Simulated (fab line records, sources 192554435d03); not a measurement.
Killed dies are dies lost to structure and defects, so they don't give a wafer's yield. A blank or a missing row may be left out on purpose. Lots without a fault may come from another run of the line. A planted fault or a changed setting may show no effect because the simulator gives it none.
One fault seen from 2 desks | flow n5_finfet | each desk has only its own numbers; what lay behind them comes last

THE METROLOGY DESK
What the gauges read, lot by lot, whatever tool the lot ran on: means of the sampled wafers that have a number. A lot is out of limits, marked OUT, if its mean lies more than 4 standard deviations from the usual mean; the brackets give that distance.
Columns: A = trench_depth_nm at N5_BEOL_M11_OCD_MEAS_38, usual 147.8 nm; B = cd_nm at N5_BEOL_M11_CD_MEAS_35, usual 69.9 nm
lot  | first seen here | A     | B
L859 | day 10 19:54    | 145.5 | 69.7
L863 | day 11 23:32    | 147.2 | 69.5
L871 | day 13 21:02    | 146.3 | 70.7
L873 | day 14 16:44    | 147.8 | 71.6
L878 | day 15 18:57    | 148.0 | 69.3
L880 | day 16 04:13    | 149.8 | 70.4
This desk's finding: nothing out of limits on any of the 6 lots.

THE TOOL OWNER'S DESK: ald_metal-03
The tool's own readings at N5_BEOL_M11_ALD_74 (deposits TaN, target thk 2 nm, pulse time 2 s, purge time 3 s): means of the sampled wafers that have a number, for each lot that ran on this tool. A lot is out of limits, marked OUT, if its mean lies more than 4 standard deviations from the usual mean; the brackets give that distance.
Columns: A = heater_power_w at N5_BEOL_M11_ALD_74, usual 416 W
lot  | first seen here | A
L863 | day 12 00:17    | 409
L871 | day 13 22:24    | 396
L873 | day 14 17:43    | 359
This desk's finding: nothing out of limits on any of the 3 lots.

PUT TOGETHER
The metrology desk saw nothing out of limits.
The tool owner's desk saw nothing out of limits.

WHAT THE SIMULATOR HAD PUT IN
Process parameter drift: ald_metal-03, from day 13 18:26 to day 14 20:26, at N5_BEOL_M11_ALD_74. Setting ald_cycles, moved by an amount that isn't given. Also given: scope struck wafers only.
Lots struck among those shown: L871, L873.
